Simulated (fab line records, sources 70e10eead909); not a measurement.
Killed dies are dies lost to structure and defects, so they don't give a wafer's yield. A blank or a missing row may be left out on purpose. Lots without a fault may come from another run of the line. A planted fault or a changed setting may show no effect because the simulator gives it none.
One fault seen from 3 desks | flow nand_harc | each desk has only its own numbers; what lay behind them comes last

THE DEFECT DESK
What the inspections along the route counted, lot by lot: means of the sampled wafers that have a number. A lot is out of limits, marked OUT, if its mean lies more than 4 standard deviations from the usual mean; the brackets give that distance.
Columns: A = raw_defect_count at NHARC_P_M0_INSPECT_27, usual 277
lot  | first seen here | A
L520 | day 6 06:07     | 290
L521 | day 6 20:47     | 315
L523 | day 7 07:52     | 268
L524 | day 7 21:01     | 232
L525 | day 8 07:24     | 304
L527 | day 9 06:35     | 270
L528 | day 9 07:26     | 228
L529 | day 9 21:00     | 244
L530 | day 10 05:59    | 362
L533 | day 11 12:13    | 247
L535 | day 12 06:47    | 508
L534 | day 12 12:17    | 163
L536 | day 12 18:49    | 248
This desk's finding: nothing out of limits on any of the 13 lots.

THE TOOL OWNER'S DESK: litho_track-01
The tool's own readings at NHARC_P_M1_PEB_07 (peb time 65 s): means of the sampled wafers that have a number, for each lot that ran on this tool. A lot is out of limits, marked OUT, if its mean lies more than 4 standard deviations from the usual mean; the brackets give that distance.
Columns: A = heater_power_total_W at NHARC_P_M1_PEB_07, usual 156.6 W; B = plate_temp_C at NHARC_P_M1_PEB_07, usual 99.99 C; C = resist_line_temp_C at NHARC_P_M1_PEB_07, usual 23.01 C
lot  | first seen here | A               | B                | C
L520 | day 6 07:17     | 156.5           | 99.98            | 23.15
L523 | day 7 09:11     | 156.4           | 100.08           | 22.95
L525 | day 8 08:35     | 156.8           | 100.02           | 22.94
L530 | day 10 07:11    | 156.3           | 99.88            | 22.93
L533 | day 11 13:32    | 156.3           | 99.99            | 23.12
L535 | day 12 07:58    | 178.6 (+51) OUT | 110.14 (+85) OUT | 23.09
L536 | day 12 20:08    | 179.0 (+52) OUT | 110.21 (+85) OUT | 23.03
This desk's finding: out of limits on L535, L536; first on L535, day 12 07:58 (heater_power_total_W at NHARC_P_M1_PEB_07). In limits: L520, L523, L525, L530, L533.

THE METROLOGY DESK
What the gauges read, lot by lot, whatever tool the lot ran on: means of the sampled wafers that have a number. A lot is out of limits, marked OUT, if its mean lies more than 4 standard deviations from the usual mean; the brackets give that distance.
Columns: A = thk_nm at NHARC_P_M0_THK_MEAS_24, usual 117.3 nm; B = cd_nm at NHARC_P_M1_CD_MEAS_09, usual 129.9 nm
lot  | first seen here | A     | B
L520 | day 6 05:58     | 116.5 | 129.8
L521 | day 6 20:37     | 116.1 | 129.8
L523 | day 7 07:43     | 117.4 | 130.0
L524 | day 7 20:52     | 118.4 | 129.9
L525 | day 8 07:15     | 115.7 | 129.9
L527 | day 9 06:26     | 117.3 | 129.5
L528 | day 9 07:17     | 118.5 | 129.8
L529 | day 9 20:51     | 118.3 | 129.4
L530 | day 10 05:49    | 116.4 | 129.4
L533 | day 11 12:04    | 115.8 | 129.6
L535 | day 12 06:37    | 118.2 | 158.2 (+63) OUT
L534 | day 12 12:08    | 117.7 | 130.2
L536 | day 12 18:39    | 117.7 | 158.9 (+64) OUT
This desk's finding: out of limits on L535, L536; first on L535, day 12 08:02 (cd_nm at NHARC_P_M1_CD_MEAS_09). In limits: L520, L521, L523, L524, L525, L527, L528, L529, L530, L533, L534.

PUT TOGETHER
The tool owner's desk could have raised an alarm at day 12 07:58, on L535, L536.
The metrology desk could have raised an alarm at day 12 08:02, on L535, L536.
The defect desk saw nothing out of limits.
The defect desk has L535, L536 on record, within its limits.
Of the lots named, all ran NHARC_P_M1_PEB_07 on litho_track-01.

WHAT THE SIMULATOR HAD PUT IN
Process parameter drift: litho_track-01, from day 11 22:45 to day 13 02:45, at NHARC_P_M1_PEB_07. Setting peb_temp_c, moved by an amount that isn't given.
Lots struck among those shown: L535, L536.
Hours from the fault's start to each desk's first reading out of limits: the tool owner's desk, 9; the metrology desk, 9.
